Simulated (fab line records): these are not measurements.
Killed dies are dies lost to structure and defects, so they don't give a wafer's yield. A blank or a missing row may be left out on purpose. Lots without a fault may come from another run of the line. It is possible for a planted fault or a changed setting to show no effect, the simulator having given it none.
The tool behind it: which one?    flow n5-finfet    72 wafers from 24 lots sampled at 6 of the route's 1938 steps

== WHAT THE GAUGES READ, wafer by wafer ==
N5_BEOL_M9_INSPECT_13: inspects for defects (brightfield). Usual: raw-defect-count reads 398 (standard deviation 84).
lot   measured      on                 raw-defect-count  flag
L074  day 9 09:37   defect-inspect-01  330 301 770       
L076  day 9 19:03   defect-inspect-02  300 363 410       
L075  day 9 19:42   defect-inspect-01  567 415 447       
L077  day 10 01:50  defect-inspect-01  309 327 317       
L078  day 10 03:47  defect-inspect-01  521 391 372       
L079  day 10 08:35  defect-inspect-01  462 436 393       
L080  day 10 11:04  defect-inspect-01  409 276 373       
L082  day 10 14:00  defect-inspect-01  425 632 467       
L081  day 10 18:37  defect-inspect-01  436 465 494       
L083  day 10 19:48  defect-inspect-01  359 382 415       
L084  day 11 03:14  defect-inspect-01  231 412 304       
L088  day 14 10:10  defect-inspect-02  372 358 420       
L094  day 14 17:31  defect-inspect-01  418 618 391       
L095  day 14 17:37  defect-inspect-01  329 313 306       
L090  day 14 21:44  defect-inspect-02  334 325 320       
L085  day 14 21:50  defect-inspect-02  402 514 481       
L089  day 15 08:40  defect-inspect-01  409 367 475       
L092  day 15 12:37  defect-inspect-01  487 400 464       
L091  day 15 17:38  defect-inspect-02  410 358 448       
L093  day 16 06:05  defect-inspect-01  421 438 444       
L087  day 16 06:23  defect-inspect-01  288 353 390       
L096  day 16 11:10  defect-inspect-01  382 512 445       
L086  day 16 17:59  defect-inspect-02  412 441 394       
L097  day 16 18:09  defect-inspect-01  352 417 329       

== EACH LOT AND THE TOOL THAT RAN IT (in order: tool; ch and the chambers of the sampled wafers; start) ==
lot   N5_BEOL_M8_DESCUM_33                N5_BEOL_M8_STRIP_36                 N5_BEOL_M8_CURE_75             N5_BEOL_M8_PRE_CLEAN_45       N5_BEOL_M8_SPUTTER_48
L074  rie-diel-04 ch 2,3, day 9 04:46     rie-diel-04 ch 2,3, day 9 05:00     uv-cure-01 ch 0, day 9 05:24   pvd-sputter-03, day 9 05:47   pvd-sputter-02, day 9 06:32
L076  rie-diel-02 ch 0,3, day 9 13:52     rie-diel-02 ch 0,3, day 9 14:05     uv-cure-01 ch 1, day 9 14:35   pvd-sputter-01, day 9 15:49   pvd-sputter-02, day 9 16:31
L075  rie-diel-04 ch 0,2,3, day 9 15:10   rie-diel-04 ch 0,2,3, day 9 15:25   uv-cure-03 ch 0, day 9 15:51   pvd-sputter-02, day 9 16:29   pvd-sputter-03, day 9 17:14
L077  rie-diel-03 ch 0,1,3, day 9 21:49   rie-diel-03 ch 0,1,3, day 9 22:02   uv-cure-03 ch 1, day 9 22:29   pvd-sputter-01, day 9 22:48   pvd-sputter-01, day 9 23:19
L078  rie-diel-03 ch 0,2,3, day 9 23:02   rie-diel-03 ch 0,2,3, day 9 23:16   uv-cure-01 ch 2, day 9 23:47   pvd-sputter-01, day 10 00:31  pvd-sputter-03, day 10 01:10
L079  rie-diel-03 ch 2,3, day 10 04:31    rie-diel-03 ch 2,3, day 10 04:45    uv-cure-01 ch 0, day 10 05:20  pvd-sputter-02, day 10 05:41  pvd-sputter-02, day 10 06:20
L080  rie-diel-03 ch 1,3, day 10 07:18    rie-diel-03 ch 1,3, day 10 07:32    uv-cure-01 ch 2, day 10 07:58  pvd-sputter-03, day 10 08:17  pvd-sputter-02, day 10 08:49
L082  rie-diel-02 ch 0,2,3, day 10 10:16  rie-diel-02 ch 0,2,3, day 10 10:29  uv-cure-01 ch 0, day 10 10:56  pvd-sputter-01, day 10 11:15  pvd-sputter-03, day 10 11:46
L081  rie-diel-02 ch 0,1,3, day 10 13:33  rie-diel-02 ch 0,1,3, day 10 13:47  uv-cure-02 ch 0, day 10 14:14  pvd-sputter-01, day 10 14:32  pvd-sputter-02, day 10 15:04
L083  rie-diel-02 ch 0,1,3, day 10 15:40  rie-diel-02 ch 0,1,3, day 10 15:53  uv-cure-02 ch 0, day 10 16:17  pvd-sputter-02, day 10 16:39  pvd-sputter-03, day 10 17:14
L084  rie-diel-04 ch 0,1,2, day 10 23:31  rie-diel-04 ch 0,1,2, day 10 23:44  uv-cure-03 ch 2, day 11 00:08  pvd-sputter-02, day 11 00:29  pvd-sputter-01, day 11 01:01
L088  rie-diel-04 ch 0,2,3, day 14 06:06  rie-diel-04 ch 0,2,3, day 14 06:20  uv-cure-01 ch 0, day 14 06:46  pvd-sputter-02, day 14 07:11  pvd-sputter-01, day 14 07:43
L094  rie-diel-04 ch 0,2,3, day 14 11:42  rie-diel-04 ch 0,2,3, day 14 11:56  uv-cure-03 ch 0, day 14 12:25  pvd-sputter-02, day 14 12:45  pvd-sputter-03, day 14 13:24
L095  rie-diel-02 ch 0,2,3, day 14 11:45  rie-diel-02 ch 0,2,3, day 14 11:59  uv-cure-01 ch 2, day 14 12:25  pvd-sputter-01, day 14 12:50  pvd-sputter-03, day 14 14:10
L090  rie-diel-04 ch 0,1,2, day 14 16:09  rie-diel-04 ch 0,1,2, day 14 16:23  uv-cure-01 ch 2, day 14 16:47  pvd-sputter-03, day 14 17:24  pvd-sputter-03, day 14 17:57
L085  rie-diel-02 ch 0,1,3, day 14 16:11  rie-diel-02 ch 0,1,3, day 14 16:26  uv-cure-02 ch 1, day 14 16:52  pvd-sputter-02, day 14 17:25  pvd-sputter-03, day 14 18:02
L089  rie-diel-04 ch 0,1,3, day 15 01:42  rie-diel-04 ch 0,1,3, day 15 01:56  uv-cure-02 ch 1, day 15 02:31  pvd-sputter-02, day 15 02:46  pvd-sputter-01, day 15 06:06
L092  rie-diel-03 ch 0,2, day 15 08:06    rie-diel-03 ch 0,2, day 15 08:20    uv-cure-02 ch 1, day 15 08:46  pvd-sputter-01, day 15 09:06  pvd-sputter-03, day 15 09:40
L091  rie-diel-04 ch 0,1,3, day 15 11:23  rie-diel-04 ch 0,1,3, day 15 11:37  uv-cure-01 ch 0, day 15 12:01  pvd-sputter-02, day 15 12:31  pvd-sputter-03, day 15 13:26
L093  rie-diel-03 ch 0,1, day 15 20:29    rie-diel-03 ch 0,1, day 15 20:43    uv-cure-03 ch 2, day 15 21:23  pvd-sputter-02, day 15 21:41  pvd-sputter-02, day 15 23:41
L087  rie-diel-03 ch 0,1,2, day 15 20:53  rie-diel-03 ch 0,1,2, day 15 21:07  uv-cure-03 ch 0, day 15 21:38  pvd-sputter-03, day 15 22:26  pvd-sputter-02, day 16 00:04
L096  rie-diel-02 ch 0,2,3, day 15 23:52  rie-diel-02 ch 0,2,3, day 16 00:05  uv-cure-01 ch 1, day 16 00:29  pvd-sputter-03, day 16 05:16  pvd-sputter-03, day 16 05:59
L086  rie-diel-04 ch 1,2, day 16 11:10    rie-diel-04 ch 1,2, day 16 11:24    uv-cure-01 ch 0, day 16 11:54  pvd-sputter-02, day 16 12:19  pvd-sputter-03, day 16 13:50
L097  rie-diel-03 ch 1,2,3, day 16 12:11  rie-diel-03 ch 1,2,3, day 16 12:25  uv-cure-01 ch 1, day 16 12:49  pvd-sputter-01, day 16 14:04  pvd-sputter-01, day 16 14:38
- N5_BEOL_M8_DESCUM_33: chemistry O2, time 7 s.
- N5_BEOL_M8_STRIP_36: strips in N2/H2.
- N5_BEOL_M8_CURE_75: cures SiCOH lowk, time 120 s.
- N5_BEOL_M8_PRE_CLEAN_45: time 30 s.
- N5_BEOL_M8_SPUTTER_48: material Cu, target thk 10 nm, time 1.667 s.

== WHAT THE TOOLS THEMSELVES READ (means of the sampled wafers that have a number; where no wafer has one, the mark that the record gives instead) ==
N5_BEOL_M8_DESCUM_33. Usual: drypump-motor-current-A 5.9 A, standard deviation 0.43; oes-product-au 0.81 a.u., standard deviation 0.076; rf-vpp-V 243.1 V, standard deviation 1.5; showerhead-plenum-p-Torr 2.10 Torr, standard deviation 0.081; throttle-valve-pct 20.41 %, standard deviation 0.21.
lot   tool         drypump-motor-current-A (A)  oes-product-au (a.u.)  rf-vpp-V (V)  showerhead-plenum-p-Torr (Torr)  throttle-valve-pct (%)  flag
L074  rie-diel-04  6.0                          0.77                   242.3         2.01                             20.63                   
L076  rie-diel-02  6.4                          0.84                   242.3         2.08                             20.45                   
L075  rie-diel-04  6.0                          0.84                   242.7         2.03                             20.41                   
L077  rie-diel-03  5.7                          0.78                   242.9         2.10                             20.48                   
L078  rie-diel-03  5.4                          0.74                   242.1         2.08                             20.39                   
L079  rie-diel-03  5.2                          0.73                   242.9         2.11                             20.31                   
L080  rie-diel-03  5.6                          0.81                   245.4         2.18                             20.33                   
L082  rie-diel-02  6.2                          0.79                   243.6         2.10                             20.44                   
L081  rie-diel-02  6.3                          0.82                   243.3         2.11                             20.41                   
L083  rie-diel-02  6.3                          0.82                   242.9         2.11                             20.41                   
L084  rie-diel-04  6.3                          0.82                   242.1         2.05                             20.50                   
L088  rie-diel-04  6.0                          0.80                   240.9         2.02                             20.46                   
L094  rie-diel-04  6.0                          0.79                   241.8         2.02                             20.47                   
L095  rie-diel-02  6.2                          0.76                   242.5         2.09                             20.50                   
L090  rie-diel-04  6.3                          0.80                   241.6         2.04                             20.54                   
L085  rie-diel-02  6.3                          0.77                   242.2         2.10                             20.45                   
L089  rie-diel-04  6.0                          0.84                   242.9         2.06                             20.28                   
L092  rie-diel-03  5.3                          0.94                   243.4         2.11                             20.19                   
L091  rie-diel-04  6.0                          0.84                   242.6         2.06                             20.29                   
L093  rie-diel-03  5.8                          0.87                   244.2         2.18                             20.46                   
L087  rie-diel-03  5.6                          0.87                   243.1         2.12                             20.39                   
L096  rie-diel-02  6.3                          0.75                   243.1         2.08                             20.52                   
L086  rie-diel-04  6.3                          0.91                   243.9         2.19                             20.57                   
L097  rie-diel-03  5.5                          0.81                   243.2         2.11                             20.36                   

N5_BEOL_M8_STRIP_36. Usual: value, then standard deviation, for each; drypump-motor-current-A 5.9 A / 0.43; n2-flow-sccm 200.1 sccm / 0.64; oes-product-au 0.81 a.u. / 0.076; power-w 450.1 W / 1.3; rf-vpp-V 59.2 V / 1.5; showerhead-plenum-p-Torr 2.55 Torr / 0.1; throttle-valve-pct 23.60 % / 0.28.
lot   tool         drypump-motor-current-A (A)  n2-flow-sccm (sccm)  oes-product-au (a.u.)  power-w (W)  rf-vpp-V (V)  showerhead-plenum-p-Torr (Torr)  throttle-valve-pct (%)  flag
L074  rie-diel-04  6.0                          199.9                0.77                   450.9        59.6          2.42                             23.65                   
L076  rie-diel-02  6.4                          199.8                0.83                   448.6        58.1          2.54                             23.99                   
L075  rie-diel-04  6.0                          200.0                0.84                   449.9        57.0          2.45                             23.40                   
L077  rie-diel-03  5.6                          199.4                0.78                   449.0        59.8          2.54                             23.57                   
L078  rie-diel-03  5.4                          199.8                0.75                   449.6        58.4          2.53                             23.72                   
L079  rie-diel-03  5.3                          200.2                0.74                   448.7        58.2          2.58                             23.83                   
L080  rie-diel-03  5.6                          200.5                0.81                   450.7        61.4          2.65                             23.49                   
L082  rie-diel-02  6.2                          199.8                0.79                   449.7        58.6          2.55                             23.80                   
L081  rie-diel-02  6.3                          200.6                0.81                   450.0        58.3          2.57                             23.82                   
L083  rie-diel-02  6.3                          200.8                0.82                   450.4        59.4          2.57                             23.84                   
L084  rie-diel-04  6.3                          199.6                0.82                   451.2        59.8          2.48                             23.54                   
L088  rie-diel-04  6.0                          200.0                0.79                   451.2        58.2          2.44                             23.43                   
L094  rie-diel-04  6.0                          200.4                0.79                   449.7        58.8          2.44                             23.43                   
L095  rie-diel-02  6.3                          199.6                0.75                   451.0        59.3          2.54                             23.84                   
L090  rie-diel-04  6.3                          200.5                0.80                   450.8        58.7          2.47                             23.55                   
L085  rie-diel-02  6.3                          199.4                0.79                   449.8        59.0          2.56                             23.88                   
L089  rie-diel-04  6.0                          200.1                0.84                   449.8        57.4          2.49                             23.30                   
L092  rie-diel-03  5.3                          199.5                0.96                   449.3        60.5          2.57                             23.71                   
L091  rie-diel-04  6.0                          199.5                0.83                   450.5        59.9          2.49                             23.32                   
L093  rie-diel-03  5.8                          200.8                0.87                   450.7        60.2          2.63                             23.54                   
L087  rie-diel-03  5.6                          200.5                0.87                   450.6        59.1          2.58                             23.66                   
L096  rie-diel-02  6.3                          200.4                0.75                   449.7        58.3          2.53                             23.86                   
L086  rie-diel-04  6.3                          199.9                0.90                   449.9        59.1          2.65                             23.67                   
L097  rie-diel-03  5.5                          199.8                0.81                   449.5        59.3          2.57                             23.66                   

N5_BEOL_M8_CURE_75. Usual: lamp-power-pct 52.31 %, standard deviation 0.059; wafer_temp_C_max 372.5, standard deviation 0.85.
lot   tool        lamp-power-pct (%)  wafer_temp_C_max  flag
L074  uv-cure-01  52.28               373.9             
L076  uv-cure-01  52.34               371.5             
L075  uv-cure-03  52.33               372.2             
L077  uv-cure-03  52.33               372.2             
L078  uv-cure-01  52.30               372.5             
L079  uv-cure-01  52.31               373.3             
L080  uv-cure-01  52.26               372.5             
L082  uv-cure-01  52.31               373.6             
L081  uv-cure-02  52.29               371.9             
L083  uv-cure-02  52.28               372.2             
L084  uv-cure-03  52.25               371.1             
L088  uv-cure-01  52.29               373.6             
L094  uv-cure-03  52.33               373.1             
L095  uv-cure-01  52.30               372.1             
L090  uv-cure-01  52.31               372.7             
L085  uv-cure-02  52.25               373.0             
L089  uv-cure-02  52.31               372.4             
L092  uv-cure-02  52.31               372.8             
L091  uv-cure-01  52.31               372.8             
L093  uv-cure-03  52.33               370.7             
L087  uv-cure-03  52.32               372.1             
L096  uv-cure-01  52.31               371.7             
L086  uv-cure-01  52.31               373.4             
L097  uv-cure-01  52.29               371.6             

N5_BEOL_M8_PRE_CLEAN_45. Usual: heater-power-w reads 330 W (standard deviation 18).
lot   tool            heater-power-w (W)  flag
L074  pvd-sputter-03  336                 
L076  pvd-sputter-01  334                 
L075  pvd-sputter-02  320                 
L077  pvd-sputter-01  327                 
L078  pvd-sputter-01  324                 
L079  pvd-sputter-02  318                 
L080  pvd-sputter-03  348                 
L082  pvd-sputter-01  328                 
L081  pvd-sputter-01  316                 
L083  pvd-sputter-02  327                 
L084  pvd-sputter-02  325                 
L088  pvd-sputter-02  331                 
L094  pvd-sputter-02  314                 
L095  pvd-sputter-01  328                 
L090  pvd-sputter-03  357                 
L085  pvd-sputter-02  318                 
L089  pvd-sputter-02  324                 
L092  pvd-sputter-01  335                 
L091  pvd-sputter-02  326                 
L093  pvd-sputter-02  340                 
L087  pvd-sputter-03  343                 
L096  pvd-sputter-03  343                 
L086  pvd-sputter-02  324                 
L097  pvd-sputter-01  336                 

N5_BEOL_M8_SPUTTER_48. Usual: cathode-dc-power-W 26000 W, standard deviation 5.4; throttle-valve-pct 29.7 %, standard deviation 1.1.
lot   tool            cathode-dc-power-W (W)  throttle-valve-pct (%)  flag
L074  pvd-sputter-02  25996                   29.2                    
L076  pvd-sputter-02  26003                   29.6                    
L075  pvd-sputter-03  26006                   30.1                    
L077  pvd-sputter-01  26002                   30.7                    
L078  pvd-sputter-03  26001                   29.7                    
L079  pvd-sputter-02  26000                   28.7                    
L080  pvd-sputter-02  25997                   29.3                    
L082  pvd-sputter-03  26000                   30.3                    
L081  pvd-sputter-02  26002                   29.1                    
L083  pvd-sputter-03  25996                   30.5                    
L084  pvd-sputter-01  25997                   30.5                    
L088  pvd-sputter-01  26006                   30.6                    
L094  pvd-sputter-03  25992                   29.2                    
L095  pvd-sputter-03  25994                   29.3                    
L090  pvd-sputter-03  25997                   29.1                    
L085  pvd-sputter-03  26000                   28.8                    
L089  pvd-sputter-01  26002                   30.1                    
L092  pvd-sputter-03  26002                   30.2                    
L091  pvd-sputter-03  26004                   29.6                    
L093  pvd-sputter-02  25995                   29.3                    
L087  pvd-sputter-02  26002                   29.6                    
L096  pvd-sputter-03  26001                   30.1                    
L086  pvd-sputter-03  25997                   29.3                    
L097  pvd-sputter-01  25998                   30.5                    

== THE ANSWER, worked out from the rows above alone ==
Rule: a lot is off if the mean of its wafers that have a number lies more than 3 standard deviations from the usual mean. Also off: a lot with no number at a reading for which 4 or more lots have one. The other lots that the step has rows for count as sound. Order of review: gauges by route order, followed by the tools' own readings, for which a lot's mean as printed above is used. At the first step where some lot is off, the reading lying furthest off is the one used; lots without a number count as furthest.
Nothing can be told from this: no lot is off at any reading shown.

== WHAT HAD BEEN PUT IN BY THE SIMULATOR ==
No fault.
